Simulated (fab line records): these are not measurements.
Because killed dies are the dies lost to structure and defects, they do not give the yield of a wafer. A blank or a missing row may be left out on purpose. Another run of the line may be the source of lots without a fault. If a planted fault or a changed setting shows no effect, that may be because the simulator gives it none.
Chamber matching :: flow n5Finfet :: N5_BEOL_M7_PECVD_70 on pecvd-04 has 3 sister chambers
The step deposits SiO2 from TEOS/O2, target thk 20 nm, time 22.7 s. 3 wafers are shown with their chamber, then 10 later ones without.

## WAFERS PAIRED WITH THEIR CHAMBERS
wafer: L087.2
chamber: 0
showerheadPlenumPTorr (Torr): 8.70

wafer: L090.3
chamber: 2
showerheadPlenumPTorr (Torr): 8.72

wafer: L090.5
chamber: 1
showerheadPlenumPTorr (Torr): 8.83

## WAFERS MISSING THEIR CHAMBER
wafer: L090.6
showerheadPlenumPTorr (Torr): 8.71

wafer: L095.4
showerheadPlenumPTorr (Torr): 8.86

wafer: L095.5
showerheadPlenumPTorr (Torr): 8.75

wafer: L095.6
showerheadPlenumPTorr (Torr): 8.69

wafer: L094.1
showerheadPlenumPTorr (Torr): 8.83

wafer: L094.5
showerheadPlenumPTorr (Torr): 8.74

wafer: L094.6
showerheadPlenumPTorr (Torr): 8.70

wafer: L096.3
showerheadPlenumPTorr (Torr): 8.82

wafer: L096.4
showerheadPlenumPTorr (Torr): 8.72

wafer: L096.6
showerheadPlenumPTorr (Torr): 8.72

## CHAMBER TAKEN BY EACH
wafer: L090.6
from the rows above: can't be placed: 2 or 0
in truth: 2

wafer: L095.4
from the rows above: 1
in truth: 1

wafer: L095.5
from the rows above: can't be placed: 2 or 0
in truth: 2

wafer: L095.6
from the rows above: can't be placed: 0 or 2
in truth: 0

wafer: L094.1
from the rows above: 1
in truth: 1

wafer: L094.5
from the rows above: can't be placed: 2 or 0
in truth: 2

wafer: L094.6
from the rows above: can't be placed: 0 or 2
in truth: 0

wafer: L096.3
from the rows above: 1
in truth: 1

wafer: L096.4
from the rows above: can't be placed: 2 or 0
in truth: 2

wafer: L096.6
from the rows above: can't be placed: 2 or 0
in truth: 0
3 of 10 placed correctly. Cannot be placed on the basis of these rows: 7; the candidates contain the true chamber in 7. Placed wrongly: 0.
How it was worked out, from the rows above alone: a wafer's distance from a chamber is the root of the sum, over the readings, of the square of ((its reading less the chamber's mean) divided by the reading's scatter). The wafer belongs to the nearest chamber; if the next one is less than 2 further off, it can't be placed. A chamber's mean is the mean of its shown wafers. The scatter: with one shown wafer a chamber, the root of the mean of the squares of how far each hidden wafer lies from its nearest shown one.
